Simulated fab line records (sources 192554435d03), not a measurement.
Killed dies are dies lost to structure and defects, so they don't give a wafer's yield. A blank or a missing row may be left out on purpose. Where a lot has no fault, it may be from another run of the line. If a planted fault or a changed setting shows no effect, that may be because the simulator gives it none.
Lot-split experiment || flow n5 finfet || 7 lots, 21 wafers read, on a route of 1938 steps

## ABOUT THE SPLIT
At N5_MOL_CONTACT_COAG_EXPOSE_05 (exposes mask CA, defocus 0 nm), the setting dose mj was moved away from the recipe's 38.25 on 8 of the 21 wafers read, by -6.8% to -2.3%. This setting was run at the recipe's value on the other wafers.

## FROM THE SPLIT TO THE READING: what the file shows between them, 14 steps
- N5_MOL_CONTACT_COAG_PEB_06: peb time 60 s
- N5_MOL_CONTACT_COAG_DEVELOP_07: develop time 30 s
- N5_MOL_CONTACT_COAG_CD_MEAS_08: target cd 28 nm
- N5_MOL_CONTACT_COAG_DESCUM_13: chemistry O2, time 7 s
- N5_MOL_CONTACT_COAG_ETCH_59: etches underlayer in N2/H2, target depth 13 nm, time 10.4 s
- N5_MOL_CONTACT_COAG_ETCH_105: etches SiARC in CF4, target depth 15.6 nm, time 26 s
- N5_MOL_CONTACT_COAG_ETCH_106: etches SOC in N2/H2, target depth 80 nm, overetch 16 nm, time 120 s
- N5_MOL_CONTACT_COAG_STRIP_107: strips in N2/H2
- N5_MOL_CONTACT_COAG_STRIP_108: strips in N2/H2
- N5_MOL_CONTACT_COAG_CONTACT_ETCH_14: etches SiO2 in C4F6/O2, target depth 27.5 nm, overetch 8.5 nm, time 20 s
- N5_MOL_CONTACT_COAG_STRIP_109: strips in C4F6/O2
- N5_MOL_CONTACT_COAG_ETCH_15: etches SiNx in CH3F/O2, stops on Si:P, target depth 7 nm
- N5_MOL_CONTACT_COAG_ETCH_110: etches Si in CF4/O2, target depth 2.5 nm, time 8 s
- N5_MOL_CONTACT_COAG_STRIP_98: strips in N2/H2

## THE READING
cd nm (nm) at N5_MOL_CONTACT_COAG_CD_MEAS_99, where the cd target is 17.2 nm. Typical for fault-free wafers on this fab line: 17.0 nm, with standard deviation 0.45 nm.

{"wafer": "L074.1", "tool, chamber at the split": "euv scanner-02, 0", "dose mj as run": 38.25, "against the recipe": "recipe", "cd nm, nm": 17.0, "against lot-mates on the recipe": "-"}
{"wafer": "L074.4", "tool, chamber at the split": "euv scanner-02, 0", "dose mj as run": 38.25, "against the recipe": "recipe", "cd nm, nm": 17.4, "against lot-mates on the recipe": "-"}
{"wafer": "L074.6", "tool, chamber at the split": "euv scanner-02, 0", "dose mj as run": 38.25, "against the recipe": "recipe", "cd nm, nm": 17.7, "against lot-mates on the recipe": "-"}
{"wafer": "L079.1", "tool, chamber at the split": "euv scanner-02, 0", "dose mj as run": 35.66, "against the recipe": "-6.8%", "cd nm, nm": 15.5, "against lot-mates on the recipe": -1.9}
{"wafer": "L079.2", "tool, chamber at the split": "euv scanner-02, 0", "dose mj as run": 38.25, "against the recipe": "recipe", "cd nm, nm": 17.4, "against lot-mates on the recipe": "-"}
{"wafer": "L079.3", "tool, chamber at the split": "euv scanner-02, 0", "dose mj as run": 35.66, "against the recipe": "-6.8%", "cd nm, nm": 15.3, "against lot-mates on the recipe": -2.1}
{"wafer": "L080.1", "tool, chamber at the split": "euv scanner-01, 0", "dose mj as run": 37.24, "against the recipe": "-2.6%", "cd nm, nm": 16.1, "against lot-mates on the recipe": -1.3}
{"wafer": "L080.2", "tool, chamber at the split": "euv scanner-01, 0", "dose mj as run": 38.25, "against the recipe": "recipe", "cd nm, nm": 17.4, "against lot-mates on the recipe": "-"}
{"wafer": "L080.3", "tool, chamber at the split": "euv scanner-01, 0", "dose mj as run": 37.24, "against the recipe": "-2.6%", "cd nm, nm": 15.8, "against lot-mates on the recipe": -1.6}
{"wafer": "L082.2", "tool, chamber at the split": "euv scanner-01, 0", "dose mj as run": 38.25, "against the recipe": "recipe", "cd nm, nm": 17.1, "against lot-mates on the recipe": "-"}
{"wafer": "L082.3", "tool, chamber at the split": "euv scanner-01, 0", "dose mj as run": 38.25, "against the recipe": "recipe", "cd nm, nm": 16.6, "against lot-mates on the recipe": "-"}
{"wafer": "L082.5", "tool, chamber at the split": "euv scanner-01, 0", "dose mj as run": 38.25, "against the recipe": "recipe", "cd nm, nm": 16.8, "against lot-mates on the recipe": "-"}
{"wafer": "L085.1", "tool, chamber at the split": "euv scanner-01, 0", "dose mj as run": 38.25, "against the recipe": "recipe", "cd nm, nm": 16.9, "against lot-mates on the recipe": "-"}
{"wafer": "L085.3", "tool, chamber at the split": "euv scanner-01, 0", "dose mj as run": 38.25, "against the recipe": "recipe", "cd nm, nm": 17.4, "against lot-mates on the recipe": "-"}
{"wafer": "L085.4", "tool, chamber at the split": "euv scanner-01, 0", "dose mj as run": 38.25, "against the recipe": "recipe", "cd nm, nm": 16.4, "against lot-mates on the recipe": "-"}
{"wafer": "L086.1", "tool, chamber at the split": "euv scanner-01, 0", "dose mj as run": 38.25, "against the recipe": "recipe", "cd nm, nm": 18.1, "against lot-mates on the recipe": "-"}
{"wafer": "L086.5", "tool, chamber at the split": "euv scanner-01, 0", "dose mj as run": 35.76, "against the recipe": "-6.5%", "cd nm, nm": 16.5, "against lot-mates on the recipe": -1.6}
{"wafer": "L086.6", "tool, chamber at the split": "euv scanner-01, 0", "dose mj as run": 35.76, "against the recipe": "-6.5%", "cd nm, nm": 16.0, "against lot-mates on the recipe": -2.1}
{"wafer": "L089.4", "tool, chamber at the split": "euv scanner-01, 0", "dose mj as run": 37.36, "against the recipe": "-2.3%", "cd nm, nm": 16.2, "against lot-mates on the recipe": -0.9}
{"wafer": "L089.5", "tool, chamber at the split": "euv scanner-01, 0", "dose mj as run": 38.25, "against the recipe": "recipe", "cd nm, nm": 17.1, "against lot-mates on the recipe": "-"}
{"wafer": "L089.6", "tool, chamber at the split": "euv scanner-01, 0", "dose mj as run": 37.36, "against the recipe": "-2.3%", "cd nm, nm": 16.4, "against lot-mates on the recipe": -0.7}

THE FIT
A straight line over all 21 wafers: cd nm changes by +0.218 nm for each +1% of dose mj; r = +0.77; the points scatter about the line by 0.48 nm.
The same after taking each lot's own level away (the mean of its wafers on the recipe; 21 wafers): +0.3 nm for each +1%; r = +0.93; scatter 0.32 nm.
On that fit, the largest move of dose mj shifts the reading by 2 nm.
Across the lots, their own levels run from 16.83 to 18.10 nm, a range of 2.8 times the standard deviation given above.
So the lot-to-lot level blurs the effect unless lot-mates are compared.
Check: -2.15 nm against its lot-mates is what the line predicts for one of the wafers moved furthest among these (-6.8%) when that wafer is left out of the fit. Against them it came out at -1.9 nm.

## THE WHOLE CHAIN: every reading that the file lists as answering this split, in the file's order
{"step": "N5_MOL_CONTACT_COAG_CD_MEAS_08", "what it does": "target cd 28 nm", "reading": "cd nm", "change (the file's fit)": "+0.271 nm for each +1% of the setting", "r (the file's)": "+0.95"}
{"step": "N5_MOL_CONTACT_COAG_ETCH_59", "what it does": "etches underlayer in N2/H2, target depth 13 nm, time 10.4 s", "reading": "MOL_CONTACT_COAG.cd offset nm (the simulator's own value, which no gauge read)", "change (the file's fit)": "+0.245 nm for each +1% of the setting", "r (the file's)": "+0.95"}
{"step": "N5_MOL_CONTACT_COAG_ETCH_105", "what it does": "etches SiARC in CF4, target depth 15.6 nm, time 26 s", "reading": "MOL_CONTACT_COAG.cd offset nm (the simulator's own value, which no gauge read)", "change (the file's fit)": "+0.256 nm for each +1% of the setting", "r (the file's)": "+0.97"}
{"step": "N5_MOL_CONTACT_COAG_ETCH_106", "what it does": "etches SOC in N2/H2, target depth 80 nm, overetch 16 nm, time 120 s", "reading": "MOL_CONTACT_COAG.cd offset nm (the simulator's own value, which no gauge read)", "change (the file's fit)": "+0.315 nm for each +1% of the setting", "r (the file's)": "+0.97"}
{"step": "N5_MOL_CONTACT_COAG_CONTACT_ETCH_14", "what it does": "etches SiO2 in C4F6/O2, target depth 27.5 nm, overetch 8.5 nm, time 20 s", "reading": "MOL_CONTACT_COAG.cd offset nm (the simulator's own value, which no gauge read)", "change (the file's fit)": "+0.314 nm for each +1% of the setting", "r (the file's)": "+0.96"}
{"step": "N5_MOL_CONTACT_COAG_ETCH_15", "what it does": "etches SiNx in CH3F/O2, stops on Si:P, target depth 7 nm", "reading": "MOL_CONTACT_COAG.cd offset nm (the simulator's own value, which no gauge read)", "change (the file's fit)": "+0.329 nm for each +1% of the setting", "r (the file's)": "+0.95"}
{"step": "N5_MOL_CONTACT_COAG_CD_MEAS_99", "what it does": "target cd 17.2 nm", "reading": "cd nm", "change (the file's fit)": "+0.308 nm for each +1% of the setting", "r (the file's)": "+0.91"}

## THE FILE'S OWN FIT
cd nm changes by +0.308 nm for each +1% of dose mj, r = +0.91.
